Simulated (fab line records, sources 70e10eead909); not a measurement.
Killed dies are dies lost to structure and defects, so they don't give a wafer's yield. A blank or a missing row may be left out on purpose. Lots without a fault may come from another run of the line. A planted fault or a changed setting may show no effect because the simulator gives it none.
Chamber matching | flow nand_harc | NHARC_A_WL_FILL_CMP_12 on cmp-04: 4 sister chambers
The step polishes, t overpolish 30 s, target thk 100 nm. 4 wafers are shown with their chamber, then 8 later ones without.

WAFERS WITH THEIR CHAMBER
wafer  | chamber | motor_current_A (A)
L076.5 | 0       | 12.6
L082.6 | 2       | 13.4
L087.3 | 1       | 14.0
L090.2 | 3       | 11.8

WAFERS WITHOUT THEIR CHAMBER
wafer  | motor_current_A (A)
L090.3 | 14.4
L090.6 | 12.3
L091.1 | 14.0
L091.4 | 13.1
L091.5 | 14.4
L094.2 | 13.6
L094.4 | 12.3
L094.5 | 13.1

WHICH CHAMBER EACH WENT THROUGH
wafer  | from the rows above          | in truth
L090.3 | can't be placed: 1 or 2      | 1
L090.6 | can't be placed: 0 or 3      | 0
L091.1 | can't be placed: 1 or 2      | 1
L091.4 | can't be placed: 2 or 0 or 1 | 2
L091.5 | can't be placed: 1 or 2      | 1
L094.2 | can't be placed: 2 or 1      | 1
L094.4 | can't be placed: 0 or 3      | 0
L094.5 | can't be placed: 2 or 0 or 1 | 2
Placed correctly: 0 of 8. Can't be placed from these rows: 8 (the true chamber is among the candidates in 8). Placed wrongly: 0.
How it was worked out, from the rows above alone: a wafer's distance from a chamber is the root of the sum, over the readings, of the square of ((its reading less the chamber's mean) divided by the reading's scatter). The wafer belongs to the nearest chamber; if the next one is less than 2 further off, it can't be placed. A chamber's mean is the mean of its shown wafers. The scatter: with one shown wafer a chamber, the root of the mean of the squares of how far each hidden wafer lies from its nearest shown one.
